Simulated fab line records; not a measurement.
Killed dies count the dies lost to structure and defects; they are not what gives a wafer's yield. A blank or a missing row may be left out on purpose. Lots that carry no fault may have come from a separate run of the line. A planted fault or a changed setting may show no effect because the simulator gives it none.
Split-lot trial :: flow n5Finfet :: 21 wafers read from 7 lots, route of 1938 steps

## SPLIT DETAILS
At N5_BEOL_M15_ILD_DEP_00 (deposits SiO2 from TEOS/O2, target thk 1629.3 nm, time 346.1 s), the setting timeS was moved away from the recipe's 346.1 s on 2 of the 21 wafers read, by -8.5% to +12.6%. All remaining wafers had this setting at the recipe value.

Split to reading: the file shows no intervening step.

## THE READING
M15_ILD_THK at N5_BEOL_M15_THK_MEAS_01, in nm. Typical for fault-free wafers on this fab line: 1635 nm, with standard deviation 19 nm.

wafer: L075.4
tool, chamber at the split: pecvd-02, 1
timeS as run, s: 346.1
against the recipe: recipe
M15_ILD_THK, nm: 1638
against lot-mates on the recipe: -

wafer: L075.5
tool, chamber at the split: pecvd-02, 0
timeS as run, s: 346.1
against the recipe: recipe
M15_ILD_THK, nm: 1633
against lot-mates on the recipe: -

wafer: L075.6
tool, chamber at the split: pecvd-02, 2
timeS as run, s: 346.1
against the recipe: recipe
M15_ILD_THK, nm: 1645
against lot-mates on the recipe: -

wafer: L080.2
tool, chamber at the split: pecvd-04, 2
timeS as run, s: 316.8
against the recipe: -8.5%
M15_ILD_THK, nm: 1460
against lot-mates on the recipe: -172

wafer: L080.4
tool, chamber at the split: pecvd-04, 2
timeS as run, s: 346.1
against the recipe: recipe
M15_ILD_THK, nm: 1637
against lot-mates on the recipe: -

wafer: L080.6
tool, chamber at the split: pecvd-04, 2
timeS as run, s: 346.1
against the recipe: recipe
M15_ILD_THK, nm: 1628
against lot-mates on the recipe: -

wafer: L087.1
tool, chamber at the split: pecvd-02, 2
timeS as run, s: 389.7
against the recipe: +12.6%
M15_ILD_THK, nm: 1833
against lot-mates on the recipe: +176

wafer: L087.2
tool, chamber at the split: pecvd-02, 0
timeS as run, s: 346.1
against the recipe: recipe
M15_ILD_THK, nm: 1632
against lot-mates on the recipe: -

wafer: L087.5
tool, chamber at the split: pecvd-02, 0
timeS as run, s: 346.1
against the recipe: recipe
M15_ILD_THK, nm: 1681
against lot-mates on the recipe: -

wafer: L092.2
tool, chamber at the split: pecvd-02, 0
timeS as run, s: 346.1
against the recipe: recipe
M15_ILD_THK, nm: 1613
against lot-mates on the recipe: -

wafer: L092.3
tool, chamber at the split: pecvd-02, 1
timeS as run, s: 346.1
against the recipe: recipe
M15_ILD_THK, nm: 1606
against lot-mates on the recipe: -

wafer: L092.4
tool, chamber at the split: pecvd-02, 1
timeS as run, s: 346.1
against the recipe: recipe
M15_ILD_THK, nm: 1599
against lot-mates on the recipe: -

wafer: L091.1
tool, chamber at the split: pecvd-04, 0
timeS as run, s: 346.1
against the recipe: recipe
M15_ILD_THK, nm: 1625
against lot-mates on the recipe: -

wafer: L091.3
tool, chamber at the split: pecvd-04, 2
timeS as run, s: 346.1
against the recipe: recipe
M15_ILD_THK, nm: 1616
against lot-mates on the recipe: -

wafer: L091.5
tool, chamber at the split: pecvd-04, 2
timeS as run, s: 346.1
against the recipe: recipe
M15_ILD_THK, nm: 1644
against lot-mates on the recipe: -

wafer: L096.1
tool, chamber at the split: pecvd-04, 0
timeS as run, s: 346.1
against the recipe: recipe
M15_ILD_THK, nm: 1644
against lot-mates on the recipe: -

wafer: L096.2
tool, chamber at the split: pecvd-04, 2,1
timeS as run, s: 346.1
against the recipe: recipe
M15_ILD_THK, nm: 1642
against lot-mates on the recipe: -

wafer: L096.5
tool, chamber at the split: pecvd-04, 2,1
timeS as run, s: 346.1
against the recipe: recipe
M15_ILD_THK, nm: 1643
against lot-mates on the recipe: -

wafer: L095.1
tool, chamber at the split: pecvd-02, 2
timeS as run, s: 346.1
against the recipe: recipe
M15_ILD_THK, nm: 1598
against lot-mates on the recipe: -

wafer: L095.4
tool, chamber at the split: pecvd-02, 0
timeS as run, s: 346.1
against the recipe: recipe
M15_ILD_THK, nm: 1614
against lot-mates on the recipe: -

wafer: L095.6
tool, chamber at the split: pecvd-02, 0
timeS as run, s: 346.1
against the recipe: recipe
M15_ILD_THK, nm: 1613
against lot-mates on the recipe: -
When a row names more than one chamber, that row covers several wafers, and the file does not tell which wafer ran in which chamber.

THE FIT
A straight line over all 21 wafers: M15_ILD_THK changes by +17.4 nm for each +1% of timeS; r = +0.95; the points scatter about the line by 20 nm.
The same after taking each lot's own level away (the mean of its wafers on the recipe; 21 wafers): +16 nm for each +1%; r = +0.97; scatter 14 nm.
Per that fit: largest timeS move, reading shift of 2e+02 nm.
The span of the lots' own levels, 1606.0 to 1656.5 nm, comes to 2.7 times the standard deviation stated above.
Consequently the slope shifts little with the lot-to-lot level, the two slopes agreeing.
Check: +257 nm against its lot-mates is what the line predicts for one of the wafers moved furthest among these (+12.6%) when that wafer is left out of the fit. Against them it came out at +176 nm.

## OTHER SPLITS APPLIED TO THESE WAFERS
Before the reading, these wafers also passed through other splits. Each is held against what the fit with the lots' levels taken away leaves over:
other split on the same wafers: N5_BEOL_M14_PEB_26 pebTempC
wafers away from the commonest value: 7
r with M15_ILD_THK (lot level and that fit taken away): +0.01

other split on the same wafers: N5_BEOL_M14_DEP_53 timeS
wafers away from the commonest value: 7
r with M15_ILD_THK (lot level and that fit taken away): +0.09

## THE WHOLE CHAIN: every reading that the file lists as answering this split, in the file's order
step: N5_BEOL_M15_ILD_DEP_00
what it does: deposits SiO2 from TEOS/O2, target thk 1629.3 nm, time 346.1 s
reading: SiO2_of_BEOL_M15_ILD_DEP_00.thkNm (the simulator's own value, which no gauge read)
change (the file's fit): +15.9 nm for each +1% of the setting
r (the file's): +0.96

step: N5_BEOL_M15_THK_MEAS_01
what it does: 
reading: M15_ILD_THK
change (the file's fit): +15.9 for each +1% of the setting
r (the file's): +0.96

step: N5_BEOL_M15_VIA_ETCH_16
what it does: etches SiO2 in C4F8/O2/Ar, target depth 1792.2 nm
reading: etch.depthNm (the simulator's own value, which no gauge read)
change (the file's fit): +15.9 nm for each +1% of the setting
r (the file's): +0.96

step: N5_BEOL_M15_VIA_ETCH_16
what it does: etches SiO2 in C4F8/O2/Ar, target depth 1792.2 nm
reading: coat_of_BEOL_M15_COAT_04.thkNm (the simulator's own value, which no gauge read)
change (the file's fit): -3.25 nm for each +1% of the setting
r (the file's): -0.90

## THE FILE'S OWN FIT
M15_ILD_THK changes by +15.9 nm for each +1% of timeS, r = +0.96.
